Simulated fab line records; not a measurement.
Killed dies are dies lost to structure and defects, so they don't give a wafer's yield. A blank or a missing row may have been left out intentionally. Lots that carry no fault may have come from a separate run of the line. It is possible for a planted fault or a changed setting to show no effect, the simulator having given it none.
A struck lot beside a sound one | flow nand harc | 42 steps out of a route of 1302
Sound: wafers L379.2, L379.3, L379.6. Struck: wafer L383.3. (L383.1, L383.4 of the same lot were not struck and are left out.) The cause comes at the end.
Per side, at each step with rows, come the tool, then ch with its chambers, and then its first start. Under that, the readings that differ: sound wafers | struck wafers | difference of the means | sigmas: that difference in standard deviations of wafers without a fault.
alike: readings with means less than 2 such deviations apart, plus words and numbers identical on both sides. not compared: withheld readings, readings lacking a value on some wafer, bounds such as >300 that could conceal the same value, and numbers that have no deviation in the record and whose values overlap.
Wherever a step has rows on one side only, a row that says differs or no value, or a row with sigmas, the two part there. When numbers do not overlap yet have no deviation, they are printed without sigmas and do not part them. A reading missing from all wafers of one side parts the sides only when that side holds two or more wafers.

NHARC_A_BLC_OVL_MEAS_11:
  sound on overlay-02 at day 28 02:37; struck on overlay-01 at day 30 07:48
  alike: overlay x nm, overlay y nm
NHARC_A_BLC_INSPECT_12:
  sound on defect inspect-02 at day 28 02:40; struck on defect inspect-02 at day 30 07:50
  reading          | sound    | struck | difference | sigmas
  raw defect count | 70 65 81 | 163    | +91        | +2
then, 4 steps without rows for these wafers: NHARC_A_BLC_DESCUM_15 (chemistry O2, time 3 s); NHARC_A_BLC_ETCH_16 (etches the open film in CF4, target depth 39 nm, time 65 s); NHARC_A_BLC_ETCH_17 (etches the open film in N2/H2, target depth 390 nm, time 609.38 s); NHARC_A_BLC_ETCH_18 (etches the open film in C4F8/O2/Ar, target depth 910 nm).
NHARC_A_BLC_CD_MEAS_19:
  sound on cd sem-01 at day 28 03:41; struck on cd sem-01 at day 30 08:59
  alike: cd nm
NHARC_A_BLC_STRIP_29: strips in CF4.
  sound on rie diel-03 ch 0,3, day 28 03:46; struck on rie diel-02 ch 3, day 30 09:04
  alike: drypump motor current A, oes product au, rf vpp V, showerhead plenum p Torr, throttle valve pct
  not compared: rf hours counter h
NHARC_A_BLC_STRIP_21: strips in O2.
  sound on rie diel-03 ch 0,1,3, day 28 03:53; struck on rie diel-02 ch 2, day 30 09:10
  reading               | sound             | struck | difference | sigmas
  oes product au (a.u.) | 1.022 1.001 1.000 | 0.984  | -0.024     | -2
  rf vpp V (V)          | 59.6 59.0 58.3    | 57.2   | -1.8       | -2
  alike: drypump motor current A, showerhead plenum p Torr, throttle valve pct
  not compared: rf hours counter h
then, 1 step without rows for these wafers: NHARC_A_BLC_STRIP_22 (strips in post etch residue remover, time 600 s).
NHARC_A_BLC_DEGAS_30: time 60 s.
  sound on pvd sputter-02 at day 28 04:17; struck on pvd sputter-02 at day 30 09:35
  alike: heater power w, susceptor temp C
then, 1 step without rows for these wafers: NHARC_A_BLC_PRE_CLEAN_31 (time 15 s).
NHARC_A_BLC_PVD_32: deposits Ti, target thk 5 nm, time 17.7 s.
  sound on pvd sputter-02 at day 28 04:26; struck on pvd sputter-02 at day 30 09:43
  alike: throttle valve pct
NHARC_A_BLC_ALD_23: deposits TiN, target thk 3 nm, pulse time 1 s, ald cycles 150.
  sound on ald metal-03 ch 0,3, day 28 04:32; struck on ald metal-03 ch 0, day 30 09:50
  alike: heater power outer w, heater power w, precursor pulse height rel, susceptor temp C
then, 3 steps without rows for these wafers: NHARC_A_BLC_CVD_24 (deposits W, target thk 150 nm, time 434 s); NHARC_A_BLC_CMP_25 (polishes, t overpolish 30 s, target thk 150 nm); NHARC_A_BLC_SRD_27.
NHARC_A_BLC_INSPECT_28:
  sound on defect inspect-01 at day 28 05:41; struck on defect inspect-02 at day 30 10:58
  alike: raw defect count
then, 10 steps without rows for these wafers: NHARC_A_M0_DEP_00 (deposits SiOC, target thk 150 nm); NHARC_A_M0_DEHYDRATE_01 (time 120 s); NHARC_A_M0_HMDS_02 (time 30 s); NHARC_A_M0_COAT_33 (time 65 s); NHARC_A_M0_COAT_03 (resist thk 90 nm); NHARC_A_M0_SOFTBAKE_04 (time 55 s); NHARC_A_M0_EBR_05; NHARC_A_M0_EXPOSE_06 (exposes mask A M0, target cd 80 nm); NHARC_A_M0_PEB_07 (peb time 65 s); NHARC_A_M0_DEVELOP_08 (develop time 35 s).
NHARC_A_M0_CD_MEAS_09 targets a cd of 80 nm.
  the record has rows for the sound wafers here (cd sem-03 ch 0, day 28 06:27) and none for the struck ones
NHARC_A_M0_OVL_MEAS_10: pitch 160 nm.
  the record has rows for the sound wafers here (overlay-02, day 28 06:32) and none for the struck ones
NHARC_A_M0_INSPECT_11:
  the record has rows for the sound wafers here (defect inspect-01, day 28 06:35) and none for the struck ones
then, 1 step without rows for these wafers: NHARC_A_M0_DESCUM_14 (chemistry O2, time 3 s).
NHARC_A_M0_ETCH_34: etches the open film in N2/H2, target depth 40 nm, overetch 12 nm, time 43.94 s.
  the record has rows for the sound wafers here (rie diel-13 ch 0,3, day 28 06:43) and none for the struck ones
then, 1 step without rows for these wafers: NHARC_A_M0_ETCH_15 (etches the open film in C4F8/Ar, target depth 150 nm, overetch 15 nm, time 82.5 s).
NHARC_A_M0_CD_MEAS_16:
  the record has rows for the sound wafers here (cd sem-03, day 28 06:56) and none for the struck ones
then, 6 steps without rows for these wafers: NHARC_A_M0_STRIP_18 (strips in N2/H2); NHARC_A_M0_STRIP_19 (strips in post etch residue remover, time 600 s); NHARC_A_M0_DEGAS_28 (time 60 s); NHARC_A_M0_PRE_CLEAN_29 (time 30 s); NHARC_A_M0_PVD_20 (deposits TaN, target thk 5 nm, time 8.06 s); NHARC_A_M0_PVD_21 (deposits Cu, target thk 30 nm, time 20.49 s).
NHARC_END_SORT_01:
  sound on prober-02 ch 0, day 29 20:08; struck on prober-01 ch 0, day 32 09:42
  reading         | sound    | struck                   | difference                   | sigmas
  hold            | - - -    | await dispo/1.4h/release | no value on the sound wafers |
  killed at array | 30 40 38 | 671                      | +635                         | +33
  killed dies     | 33 42 40 | 677                      | +639                         | +35
  alike: killed at other, killed at periphery, killed open, killed short

== WHERE THEY PART ==
At NHARC_A_BLC_INSPECT_12 first; at NHARC_END_SORT_01 last (within this record only).

WHY: what the simulator had put in
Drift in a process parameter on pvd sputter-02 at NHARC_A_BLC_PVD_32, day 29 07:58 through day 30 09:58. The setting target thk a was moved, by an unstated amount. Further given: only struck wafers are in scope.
